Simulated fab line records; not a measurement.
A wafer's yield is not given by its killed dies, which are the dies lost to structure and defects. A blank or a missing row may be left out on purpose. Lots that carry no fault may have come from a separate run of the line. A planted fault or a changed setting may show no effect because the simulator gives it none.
Split-lot trial || flow n5-finfet || route with 1938 steps; 7 lots, 21 wafers read

== ABOUT THE SPLIT ==
At N5_BEOL_M5_TRENCH_ETCH_37 (etches SiCOH lowk in C4F6/O2, target depth 71.652 nm, time 24.7 s), the setting bias-w was moved away from the recipe's 185 W on 4 of the 21 wafers read, by -13.6% to +17.0%. The other wafers ran this setting at the recipe's value.

== FROM THE SPLIT TO THE READING: what the file shows between them, 2 steps ==
- N5_BEOL_M5_ETCH_41: etches SiCN in CH3F/O2, target depth 31.5 nm, time 56.7 s (also split here: source-w)
- N5_BEOL_M5_STRIP_91: strips in N2/H2, time 10 s

== THE READING ==
trench-depth-nm, in nm, at N5_BEOL_M5_OCD_MEAS_38. A value of 71.4 nm with a standard deviation of 1.3 nm is what fault-free wafers of this fab line usually give.

{"wafer": "L080.3", "tool, chamber at the split": "rie-diel-06, 2", "bias-w as run, W": 185, "against the recipe": "recipe", "trench-depth-nm, nm": 73.4, "against lot-mates on the recipe": "-"}
{"wafer": "L080.4", "tool, chamber at the split": "rie-diel-06, 3", "bias-w as run, W": 185, "against the recipe": "recipe", "trench-depth-nm, nm": 72.4, "against lot-mates on the recipe": "-"}
{"wafer": "L080.5", "tool, chamber at the split": "rie-diel-06, 2", "bias-w as run, W": 160.8, "against the recipe": "-13.1%", "trench-depth-nm, nm": 69.3, "against lot-mates on the recipe": -3.6}
{"wafer": "L079.4", "tool, chamber at the split": "rie-diel-03, 0", "bias-w as run, W": 185, "against the recipe": "recipe", "trench-depth-nm, nm": 69.4, "against lot-mates on the recipe": "-"}
{"wafer": "L079.5", "tool, chamber at the split": "rie-diel-03, 1", "bias-w as run, W": 185, "against the recipe": "recipe", "trench-depth-nm, nm": 68.4, "against lot-mates on the recipe": "-"}
{"wafer": "L079.6", "tool, chamber at the split": "rie-diel-03, 3", "bias-w as run, W": 185, "against the recipe": "recipe", "trench-depth-nm, nm": 71.0, "against lot-mates on the recipe": "-"}
{"wafer": "L081.1", "tool, chamber at the split": "rie-diel-03, 2", "bias-w as run, W": 185, "against the recipe": "recipe", "trench-depth-nm, nm": 71.7, "against lot-mates on the recipe": "-"}
{"wafer": "L081.2", "tool, chamber at the split": "rie-diel-03, 3", "bias-w as run, W": 185, "against the recipe": "recipe", "trench-depth-nm, nm": 72.4, "against lot-mates on the recipe": "-"}
{"wafer": "L081.4", "tool, chamber at the split": "rie-diel-03, 2", "bias-w as run, W": 175.9, "against the recipe": "-4.9%", "trench-depth-nm, nm": 71.3, "against lot-mates on the recipe": -0.8}
{"wafer": "L084.2", "tool, chamber at the split": "rie-diel-03, 1", "bias-w as run, W": 185, "against the recipe": "recipe", "trench-depth-nm, nm": 72.3, "against lot-mates on the recipe": "-"}
{"wafer": "L084.3", "tool, chamber at the split": "rie-diel-03, 0", "bias-w as run, W": 185, "against the recipe": "recipe", "trench-depth-nm, nm": 70.2, "against lot-mates on the recipe": "-"}
{"wafer": "L084.5", "tool, chamber at the split": "rie-diel-03, 1", "bias-w as run, W": 185, "against the recipe": "recipe", "trench-depth-nm, nm": 72.6, "against lot-mates on the recipe": "-"}
{"wafer": "L085.2", "tool, chamber at the split": "rie-diel-03, 3", "bias-w as run, W": 185, "against the recipe": "recipe", "trench-depth-nm, nm": 71.1, "against lot-mates on the recipe": "-"}
{"wafer": "L085.5", "tool, chamber at the split": "rie-diel-03, 3", "bias-w as run, W": 185, "against the recipe": "recipe", "trench-depth-nm, nm": 71.4, "against lot-mates on the recipe": "-"}
{"wafer": "L085.6", "tool, chamber at the split": "rie-diel-03, 0", "bias-w as run, W": 185, "against the recipe": "recipe", "trench-depth-nm, nm": 71.5, "against lot-mates on the recipe": "-"}
{"wafer": "L090.1", "tool, chamber at the split": "rie-diel-02, 2", "bias-w as run, W": 159.9, "against the recipe": "-13.6%", "trench-depth-nm, nm": 66.7, "against lot-mates on the recipe": -4.3}
{"wafer": "L090.2", "tool, chamber at the split": "rie-diel-02, 0", "bias-w as run, W": 185, "against the recipe": "recipe", "trench-depth-nm, nm": 70.2, "against lot-mates on the recipe": "-"}
{"wafer": "L090.5", "tool, chamber at the split": "rie-diel-02, 1", "bias-w as run, W": 185, "against the recipe": "recipe", "trench-depth-nm, nm": 71.8, "against lot-mates on the recipe": "-"}
{"wafer": "L092.1", "tool, chamber at the split": "rie-diel-03, 3", "bias-w as run, W": 216.5, "against the recipe": "+17.0%", "trench-depth-nm, nm": 75.5, "against lot-mates on the recipe": "+4.6"}
{"wafer": "L092.3", "tool, chamber at the split": "rie-diel-03, 0", "bias-w as run, W": 185, "against the recipe": "recipe", "trench-depth-nm, nm": 69.8, "against lot-mates on the recipe": "-"}
{"wafer": "L092.5", "tool, chamber at the split": "rie-diel-03, 1", "bias-w as run, W": 185, "against the recipe": "recipe", "trench-depth-nm, nm": 72.1, "against lot-mates on the recipe": "-"}

THE FIT
A straight line over all 21 wafers: trench-depth-nm changes by +0.24 nm for each +1% of bias-w; r = +0.74; the points scatter about the line by 1.3 nm.
The same after taking each lot's own level away (the mean of its wafers on the recipe; 21 wafers): +0.279 nm for each +1%; r = +0.90; scatter 0.8 nm.
The reading moves by 4.7 nm for the largest change in bias-w, on that fit.
The lots' own levels span 69.60 to 72.90 nm, that is 2.5 times the standard deviation above.
So the lot-to-lot level blurs the effect unless lot-mates are compared.
Check: for one of the wafers moved furthest among these (+17.0%), held out of the fit, the line's prediction against its lot-mates is +4.96 nm. Against them it came out at +4.55 nm.
Tool readings at the split's step, against how far the setting was moved: rf-vpp-V r = +0.92.

== FURTHER SPLITS ON THESE WAFERS ==
Other splits were also applied to these wafers ahead of the reading. Each is held against what the fit with the lots' levels taken away leaves over:
{"other split on the same wafers": "N5_BEOL_M4_EXPOSE_08 dose-mj", "wafers away from the commonest value": 4, "r with trench-depth-nm (lot level and that fit taken away)": "+0.13"}
{"other split on the same wafers": "N5_BEOL_M4_TRENCH_ETCH_37 source-w", "wafers away from the commonest value": 10, "r with trench-depth-nm (lot level and that fit taken away)": "+0.02"}
{"other split on the same wafers": "N5_BEOL_M5_ETCH_41 source-w", "wafers away from the commonest value": 9, "r with trench-depth-nm (lot level and that fit taken away)": -0.02}

== THE WHOLE CHAIN: every reading that the file lists as answering this split, in the file's order ==
{"step": "N5_BEOL_M5_TRENCH_ETCH_37", "what it does": "etches SiCOH lowk in C4F6/O2, target depth 71.652 nm, time 24.7 s", "reading": "rf-vpp-V", "change (the file's fit)": "+4.35 V for each +1% of the setting", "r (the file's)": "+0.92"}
{"step": "N5_BEOL_M5_OCD_MEAS_38", "what it does": "", "reading": "trench-depth-nm", "change (the file's fit)": "+0.279 nm for each +1% of the setting", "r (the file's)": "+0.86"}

== FILE'S OWN FIT ==
trench-depth-nm changes by +0.279 nm for each +1% of bias-w, r = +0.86.
